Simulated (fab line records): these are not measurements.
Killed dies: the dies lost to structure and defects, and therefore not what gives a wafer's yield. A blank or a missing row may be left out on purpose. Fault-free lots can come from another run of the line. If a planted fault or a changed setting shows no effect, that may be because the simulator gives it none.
Chamber matching ; flow nand-harc ; rie-diel-12 running NHARC_P_BONDPAD_ACTIVATE_29: 4 sister chambers
The step chemistry N2, time 60 s. 7 wafers are shown with their chamber, then 7 later ones without.

WAFERS WITH THEIR CHAMBER
wafer;chamber;drypump-motor-current-A (A);rf-vpp-V (V)
L085.3;1;5.9;63.7
L085.6;1;5.8;63.6
L090.1;2;5.5;64.4
L090.2;3;5.1;63.9
L090.3;0;5.9;64.6
L092.1;0;6.0;63.7
L092.3;3;5.1;63.1

WAFERS WHOSE CHAMBER IS MISSING
wafer;drypump-motor-current-A (A);rf-vpp-V (V)
L092.5;5.8;64.9
L093.3;5.6;65.2
L093.5;5.6;63.4
L093.6;5.8;63.6
L094.1;5.8;64.7
L094.4;5.6;63.7
L094.5;5.1;63.2

CHAMBER TAKEN BY EACH
wafer;from the rows above;in truth
L092.5;can't be placed: 1 or 0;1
L093.3;2;2
L093.5;can't be placed: 2 or 1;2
L093.6;can't be placed: 1 or 0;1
L094.1;can't be placed: 1 or 0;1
L094.4;2;2
L094.5;3;3
Placed correctly: 3 of 7. Not placeable from these rows: 4 (in 4, the candidates include the true chamber). Number placed wrongly: 0.
How it was worked out, from the rows above alone: a wafer's distance from a chamber is the root of the sum, over the readings, of the square of ((its reading less the chamber's mean) divided by the reading's scatter). If the next closest chamber is less than 2 further off than the closest, the wafer can't be placed; otherwise it belongs to the closest. The mean given for a chamber averages the wafers shown for that chamber. The scatter: the root of (the sum of the squares of (reading less its chamber's mean) over the shown wafers, divided by (wafers less chambers)).
